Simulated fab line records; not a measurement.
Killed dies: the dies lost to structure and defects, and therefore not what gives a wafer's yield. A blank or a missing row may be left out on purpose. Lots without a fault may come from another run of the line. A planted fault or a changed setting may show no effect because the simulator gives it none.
Chamber matching | flow nand_harc | NHARC_P_BONDPAD_STRIP_15 on rie_diel-08 has 3 sister chambers
The step strips in O2. 6 wafers are shown with their chamber, then 5 later ones without.

## EACH WAFER AND ITS CHAMBER
wafer  | chamber | drypump_motor_current_A (A) | oes_product_au (a.u.)
L423.4 | 3       | 5.0                         | 0.999
L425.3 | 3       | 5.0                         | 0.985
L428.5 | 0       | 5.6                         | 1.001
L428.6 | 1       | 6.0                         | 1.016
L429.2 | 1       | 6.0                         | 1.030
L429.3 | 0       | 5.7                         | 1.004

## WAFERS WITHOUT THEIR CHAMBER
wafer  | drypump_motor_current_A (A) | oes_product_au (a.u.)
L429.4 | 5.0                         | 0.998
L430.4 | 5.6                         | 1.015
L431.1 | 5.0                         | 1.007
L431.4 | 5.6                         | 0.996
L432.4 | 5.0                         | 0.998

## THE CHAMBER EACH PASSED THROUGH
wafer  | from the rows above | in truth
L429.4 | 3                   | 3
L430.4 | 0                   | 0
L431.1 | 3                   | 3
L431.4 | 0                   | 0
L432.4 | 3                   | 3
Correctly placed: 5 of 5. Number that these rows cannot place: 0. Number placed wrongly: 0.
How it was worked out, from the rows above alone: a wafer's distance from a chamber is the root of the sum, over the readings, of the square of ((its reading less the chamber's mean) divided by the reading's scatter). The wafer belongs to the nearest chamber; if the next one is less than 2 further off, it can't be placed. A chamber's mean is the mean of its shown wafers. How the scatter is found: for the shown wafers, subtract from each reading the mean of its chamber, square and add these, divide the total by (wafers less chambers), then take the root.
